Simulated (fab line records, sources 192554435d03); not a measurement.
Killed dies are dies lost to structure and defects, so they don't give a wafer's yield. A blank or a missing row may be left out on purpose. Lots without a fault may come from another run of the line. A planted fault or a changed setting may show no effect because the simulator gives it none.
Chamber matching | flow n5_finfet | N5_HKMG_FIN_ETCH_54 on rie_diel-05: 4 sister chambers
The step etches SiARC in CF4, target depth 45.5 nm, time 75.8 s. 7 wafers are shown with their chamber, then 9 later ones without.

WAFERS WITH THEIR CHAMBER
wafer  | chamber | showerhead_plenum_p_Torr (Torr) | throttle_valve_pct (%)
L079.5 | 2       | 2.12                            | 15.74
L084.2 | 2       | 2.11                            | 15.78
L084.4 | 0       | 2.24                            | 15.62
L084.6 | 3       | 2.10                            | 15.71
L086.1 | 1       | 2.18                            | 15.18
L086.3 | 0       | 2.24                            | 15.64
L086.5 | 1       | 2.18                            | 15.15

WAFERS WITHOUT THEIR CHAMBER
wafer  | showerhead_plenum_p_Torr (Torr) | throttle_valve_pct (%)
L089.3 | 2.11                            | 15.79
L089.4 | 2.17                            | 15.19
L089.5 | 2.18                            | 15.17
L095.2 | 2.09                            | 15.77
L095.4 | 2.17                            | 15.21
L095.6 | 2.09                            | 15.74
L096.3 | 2.11                            | 15.30
L096.4 | 2.17                            | 15.22
L096.5 | 2.17                            | 15.22

WHICH CHAMBER EACH WENT THROUGH
wafer  | from the rows above     | in truth
L089.3 | 2                       | 2
L089.4 | 1                       | 1
L089.5 | 1                       | 1
L095.2 | 3                       | 3
L095.4 | 1                       | 1
L095.6 | 3                       | 3
L096.3 | can't be placed: 1 or 3 | 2
L096.4 | 1                       | 1
L096.5 | 1                       | 1
Placed correctly: 8 of 9. Can't be placed from these rows: 1 (the true chamber is among the candidates in 0). Placed wrongly: 0.
How it was worked out, from the rows above alone: a wafer's distance from a chamber is the root of the sum, over the readings, of the square of ((its reading less the chamber's mean) divided by the reading's scatter). The wafer belongs to the nearest chamber; if the next one is less than 2 further off, it can't be placed. A chamber's mean is the mean of its shown wafers. The scatter: the root of (the sum of the squares of (reading less its chamber's mean) over the shown wafers, divided by (wafers less chambers)).
